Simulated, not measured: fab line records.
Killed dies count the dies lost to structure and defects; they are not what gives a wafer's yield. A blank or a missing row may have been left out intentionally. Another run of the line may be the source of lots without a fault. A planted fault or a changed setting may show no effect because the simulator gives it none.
fab line records	flow nand_harc
record lots=12	wafers=36	last_day=33
route steps=1302 shown A_STAIRCASE@743
lots untouched by any fault: they come from a run of this same line in which no faults occurred
start_h: hours from the record's opening day to when the first of the lot's shown wafers began	wait_h: time in hours since the lot's previous step	" identical to the entry in the row above	L1.1+2: several wafers, shown together as one row	- value missing, or start not given	* or withheld: withheld	< > ~ a bound
route shown NAME@n: names a module that has steps shown in the file, with the first one's number in the route	usual: mean/standard deviation of fault-free wafers	same: alike in all rows	chamber/n: place in a boat	sites: readings site by site	_std_site: the standard deviation of these	_edge_site: the outer-site mean with the inner-site mean subtracted	radius_mm: for every site, how far away it sits from the centre of the wafer	mask NAME#n: copy n	behind: the last tool/chamber to shape the wafer	hold: the reason the lot was held/the length of the hold in hours/how it ended	device: whichever transistor did not switch (one of n, p or np)	end of line: the route-end tests of the same wafers	a step given without rows: its recipe and nothing more	killed: count of dies lost to structure and defects at first sort (not the wafer's yield)	map: the dies of a wafer, with x for killed, . for not killed, _ for no die there
set.NAME: the setting that was run; set.NAME@STEP: the one run at that earlier step	model.NAME: the simulator's own value behind a step, which no gauge read
route steps across a sampled set of lots; one table per step, one row per wafer
services: from which hour (start_h, from the record's first day; less than 0 if before it) a tool's chamber was out of use, for how many hours, and why
## steps
# step NHARC_A_STAIRCASE_TRIM_229
# recipe time_s=211.2	o2_flow_sccm=500	ar_flow_sccm=0	bias_w=0	chemistry=O2
# usual drypump_motor_current_A=5.5/0.65	oes_product_au=0.998/0.011	rf_vpp_V=57.7/0.9	showerhead_plenum_p_Torr=3.50/0.14	throttle_valve_pct=17.038/0.0092
# same time_s=211.2
lot.wafer	tool	chamber	start_h	wait_h	drypump_motor_current_A	oes_product_au	rf_hours_counter_h	rf_vpp_V	showerhead_plenum_p_Torr	throttle_valve_pct
L493.2	rie_diel-01	1	349.63	0.1	6.7	1.026	54	57.8	3.58	17.041
L493.5	"	2	"	"	5.7	1.007	-	59.7	3.52	17.049
L493.6	"	3	"	"	4.9	0.996	-	56.5	3.36	17.043
L495.2	rie_diel-01	3	375.74	0.1	4.9	0.995	61	60.0	3.36	17.035
L495.4	"	1	"	"	6.7	1.015	64	56.7	3.57	17.031
L495.5	"	2	"	"	5.7	0.983	-	58.1	3.51	17.054
L497.3	rie_diel-05	3	403.04	0.2	4.9	0.988	42	55.7	3.28	17.036
L497.2	"	0	"	"	5.3	1.012	51	57.7	3.47	17.036
L497.1	"	2	"	"	6.4	0.989	44	58.6	3.41	17.038
L498.2	rie_diel-01	0	411.71	0.1	5.5	0.992	8	58.0	3.52	17.036
L498.4	"	2	"	"	5.7	0.989	7	58.1	3.51	17.024
L498.6	"	0	"	"	5.5	1.001	-	56.2	3.52	17.042
L500.4	rie_diel-01	0	436.67	0.1	5.5	1.008	15	58.9	3.52	17.040
L500.1	"	1	"	"	6.8	1.007	16	58.6	3.56	17.035
L500.6	"	2	"	"	5.7	0.994	-	58.3	3.50	17.014
L505.3	rie_diel-01	2	472.26	0.1	5.7	0.983	27	57.0	3.50	17.049
L505.2	"	0	"	"	5.5	1.001	29	57.6	3.51	17.035
L505.5	"	1	"	"	6.7	1.013	-	57.8	3.56	17.040
L507.4	rie_diel-06	3	506.69	0.1	6.5	1.007	5	58.0	3.81	17.047
L507.1	"	2	"	"	5.0	1.002	4	58.1	3.46	17.028
L507.5	"	0	"	"	5.6	0.996	-	57.9	3.65	17.036
L511.2	rie_diel-05	3	545.56	0.1	4.9	0.991	42	60.2	3.78	17.035
L511.5	"	1	"	"	4.8	1.022	-	58.2	3.36	17.027
L511.6	"	2	"	"	6.3	0.991	-	58.6	3.39	17.046
L512.2	rie_diel-01	0	548.54	0.1	5.5	1.002	52	58.2	3.50	17.057
L512.1	"	1	"	"	6.7	1.000	51	58.5	3.54	17.030
L512.4	"	2	"	"	5.7	0.978	55	57.7	3.48	17.037
L513.2	rie_diel-05	0	563.28	0.1	5.3	1.003	44	58.1	3.45	17.028
L513.4	"	1	"	"	4.8	1.016	43	57.5	3.36	17.044
L513.5	"	3	"	"	4.9	0.993	-	58.7	3.78	17.027
L514.2	rie_diel-06	3	563.86	0.4	6.5	1.006	24	57.9	3.79	17.052
L514.3	"	2	"	"	5.0	0.997	22	57.7	3.45	17.060
L514.6	"	0	"	"	5.6	0.999	-	58.1	3.64	17.042
L516.3	rie_diel-01	3	593.72	0.1	4.9	0.993	12	57.7	3.33	17.049
L516.6	"	1	"	"	6.7	1.008	-	57.2	3.53	17.041
L516.5	"	2	"	"	5.7	0.991	-	57.5	3.48	17.044
# step NHARC_A_STAIRCASE_ETCH_230
# recipe target_depth_a=1000	time_s=40.5	ion_energy_ev=400	c4f8_flow_sccm=20	o2_flow_sccm=10	ar_flow_sccm=withheld	rf_w=600	bias_w=1000	chemistry=C4F8/O2
# usual oes_product_au=0.952/0.016	rf_vpp_V=895/5.1
# same time_s=40.5
lot.wafer	tool	chamber	start_h	wait_h	oes_product_au	rf_hours_counter_h	rf_vpp_V
L493.2	rie_diel-01	3	-	-	0.930	53	890
L493.5	"	0	"	"	0.934	-	898
L493.6	"	1	"	"	0.957	-	897
L495.4	rie_diel-01	1	-	-	0.957	64	898
L495.2	"	2	"	"	0.941	61	894
L495.5	"	0	"	"	0.951	-	896
L497.3	rie_diel-05	2	-	-	0.938	44	893
L497.1	"	3	"	"	0.925	42	886
L497.2	"	0	"	"	0.936	51	895
L498.2	rie_diel-01	0	-	-	0.953	8	896
L498.4	"	1	"	"	0.968	9	899
L498.6	"	0	"	"	0.951	-	895
L500.4	rie_diel-01	3	-	-	0.960	13	889
L500.1	"	0	"	"	0.977	15	895
L500.6	"	1	"	"	0.992	-	897
L505.2	rie_diel-01	3	-	-	0.933	28	890
L505.3	"	2	"	"	0.937	27	894
L505.5	"	0	"	"	0.963	-	897
L507.4	rie_diel-06	0	-	-	0.943	7	900
L507.1	"	1	"	"	0.950	7	898
L507.5	"	1	"	"	0.937	-	898
L511.2	rie_diel-05	2	-	-	0.949	40	891
L511.6	"	1	"	"	0.971	-	889
L511.5	"	2	"	"	0.948	-	890
L512.1	rie_diel-01	1	-	-	0.950	51	896
L512.2	"	3	"	"	0.968	49	888
L512.4	"	0	"	"	0.964	52	896
L513.4	rie_diel-05	2	-	-	0.930	45	893
L513.2	"	3	"	"	0.938	46	903
L513.5	"	0	"	"	0.954	-	895
L514.2	rie_diel-06	2	-	-	0.956	22	893
L514.3	"	1	"	"	0.960	22	897
L514.6	"	2	"	"	0.944	-	893
L516.3	rie_diel-01	0	-	-	0.926	13	895
L516.6	"	2	"	"	0.926	-	894
L516.5	"	3	"	"	0.936	-	887
# step NHARC_A_STAIRCASE_ETCH_253
# recipe target_depth_a=500	time_s=20.2	ion_energy_ev=400	c4f8_flow_sccm=20	o2_flow_sccm=10	ar_flow_sccm=withheld	rf_w=600	bias_w=1000	chemistry=C4F8/O2
# usual oes_product_au=0.947/0.02	rf_vpp_V=895/5.4
# same time_s=20.2
lot.wafer	tool	chamber	start_h	wait_h	oes_product_au	rf_hours_counter_h	rf_vpp_V
L493.2	rie_diel-05	0	352.33	0.1	0.971	35	895
L493.6	"	0	"	"	0.973	-	895
L493.5	"	1	"	"	0.970	-	892
L495.2	rie_diel-05	2	378.47	0.1	0.959	35	892
L495.4	"	1	"	"	0.980	41	890
L495.5	"	3	"	"	0.950	-	887
L497.2	rie_diel-06	0	406.21	0.3	0.964	27	901
L497.3	"	1	"	"	0.942	30	900
L497.1	"	3	"	"	0.955	32	888
L498.4	rie_diel-06	1	414.81	0.3	0.910	38	898
L498.2	"	2	"	"	0.932	42	895
L498.6	"	0	"	"	0.927	-	900
L500.1	rie_diel-05	3	439.16	0.1	0.957	5	906
L500.4	"	0	"	"	0.953	5	893
L500.6	"	1	"	"	0.964	-	891
L505.2	rie_diel-05	2	474.93	0.1	0.965	16	892
L505.3	"	0	"	"	0.958	16	893
L505.5	"	2	"	"	0.970	-	891
L507.1	rie_diel-05	1	509.24	0.1	0.973	24	890
L507.4	"	0	"	"	0.970	24	894
L507.5	"	2	"	"	0.955	-	892
L511.2	rie_diel-01	3	548.19	0.1	0.905	49	889
L511.6	"	2	"	"	0.916	-	893
L511.5	"	3	"	"	0.921	-	889
L512.2	rie_diel-06	0	551.10	0.1	0.982	19	901
L512.1	"	1	"	"	0.962	18	899
L512.4	"	2	"	"	0.953	19	894
L513.4	rie_diel-05	1	566.43	0.1	0.960	43	890
L513.2	"	3	"	"	0.945	46	905
L513.5	"	0	"	"	0.931	-	893
L514.3	rie_diel-06	2	567.00	0.1	0.927	23	892
L514.2	"	0	"	"	0.927	24	902
L514.6	"	2	"	"	0.926	-	894
L516.3	rie_diel-06	3	596.39	0.1	0.927	39	906
L516.5	"	2	"	"	0.933	-	895
L516.6	"	3	"	"	0.931	-	906
# step NHARC_A_STAIRCASE_DEP_259
# recipe target_thk_a=300	target_thk_nm=30	temp_c=400	pressure_torr=3.5	flow_sccm=200	rf_w=350	material=SiON
# usual heater_power_w=734/91	rf_fwd_power_W=348.7/1.2	showerhead_vpp_V=1155/44
lot.wafer	tool	chamber	start_h	wait_h	heater_power_w	rf_fwd_power_W	showerhead_vpp_V
L493.2	pecvd-04	1	355.10	1.2	897	348.0	1198
L493.5	"	2	"	"	683	351.3	1108
L493.6	"	0	"	"	764	349.6	1162
L495.2	pecvd-03	1	381.24	1.3	695	349.2	1171
L495.5	"	2	"	"	730	347.6	1185
L495.4	"	0	"	"	571	348.6	1132
L497.3	pecvd-03	0	408.98	0.9	624	347.3	1111
L497.2	"	1	"	"	680	349.5	1159
L497.1	"	2	"	"	775	345.9	1209
L498.2	pecvd-01	2	417.65	1.3	835	349.0	1053
L498.6	"	1	"	"	773	348.2	1151
L498.4	"	2	"	"	826	348.2	1084
L500.1	pecvd-01	0	441.99	1.6	613	349.3	1195
L500.6	"	2	"	"	857	349.0	1079
L500.4	"	0	"	"	595	349.0	1164
L505.3	pecvd-01	0	477.95	0.9	781	207.0	931
L505.2	"	1	"	"	741	349.0	1142
L505.5	"	1	"	"	722	349.1	1155
L507.1	pecvd-04	1	512.04	1.6	887	346.6	1211
L507.5	"	0	"	"	828	350.5	1141
L507.4	"	2	"	"	744	348.4	1119
L511.2	pecvd-04	0	551.09	1.4	682	349.8	1167
L511.5	"	0	"	"	692	350.9	1153
L511.6	"	2	"	"	645	349.8	1108
L512.1	pecvd-01	1	553.84	1.5	704	350.8	1149
L512.2	"	2	"	"	843	350.1	1070
L512.4	"	0	"	"	701	346.8	1178
L513.2	pecvd-03	2	569.20	1.2	821	348.2	1200
L513.5	"	0	"	"	567	348.5	1116
L513.4	"	1	"	"	743	347.5	1200
L514.2	pecvd-03	2	570.04	1.3	737	347.8	1215
L514.3	"	1	"	"	641	347.2	1185
L514.6	"	1	"	"	641	348.9	1184
L516.3	pecvd-03	0	600.92	1.0	615	348.6	1089
L516.6	"	1	"	"	693	350.0	1182
L516.5	"	2	"	"	763	347.5	1210
## services
tool	chamber	start_h	hours	kind
rie_diel-05	0	330.05	3.3	repair
pecvd-04	2	331.74	12.7	repair
rie_diel-05	3	340.22	13.9	repair
rie_diel-01	0	342.98	-	clean
rie_diel-01	1	342.98	-	clean
rie_diel-01	2	342.98	-	clean
rie_diel-01	3	342.98	-	clean
rie_diel-05	1	365.82	2.9	repair
pecvd-03	-	366.30	13.0	pm
rie_diel-01	-	377.14	1.4	repair
rie_diel-01	-	381.26	9.0	pm
rie_diel-06	-	402.50	0.5	repair
rie_diel-05	-	406.63	9.0	pm
rie_diel-01	1	441.49	7.4	repair
pecvd-04	-	450.41	13.0	pm
rie_diel-06	-	484.25	9.0	pm
pecvd-01	-	492.18	13.0	pm
pecvd-04	-	505.78	0.5	repair
rie_diel-05	2	524.64	1.5	repair
rie_diel-01	3	528.71	7.8	repair
pecvd-03	-	547.30	13.0	pm
rie_diel-01	-	558.26	9.0	pm
rie_diel-05	-	583.68	9.0	pm
rie_diel-06	0	595.74	4.3	repair
## key
first_sign step=NHARC_A_STAIRCASE_DEP_259	reading=rf_fwd_power_W	direction=down	sigmas=99+	usual=*	struck=*
effect step=NHARC_A_STAIRCASE_DEP_259	reading=showerhead_vpp_V	direction=down	sigmas=5	usual=1155	struck=931
met_at NHARC_A_STAIRCASE_DEP_259
struck_lots L505
struck_wafers L505.3
tester_left_out L505
not_acting_at NHARC_A_STAIRCASE_TRIM_229,NHARC_A_STAIRCASE_ETCH_230,NHARC_A_STAIRCASE_ETCH_253
onset_between 441.99 477.95
fault kind=process_parameter_drift	tool=pecvd-01	chamber=0	onset_h=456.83	steps=NHARC_A_STAIRCASE_DEP_259	channel=rf_w	offset=*	shape=step	end_h=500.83	acts_in=*	stated=*
# tester_left_out: of these lots the tester's yield and bins aren't shown, on N5 and GAA mostly nor the transistor test; their killed dies are dies lost to structure and defects alone, not to doping, threshold or leakage, so they don't give the yield
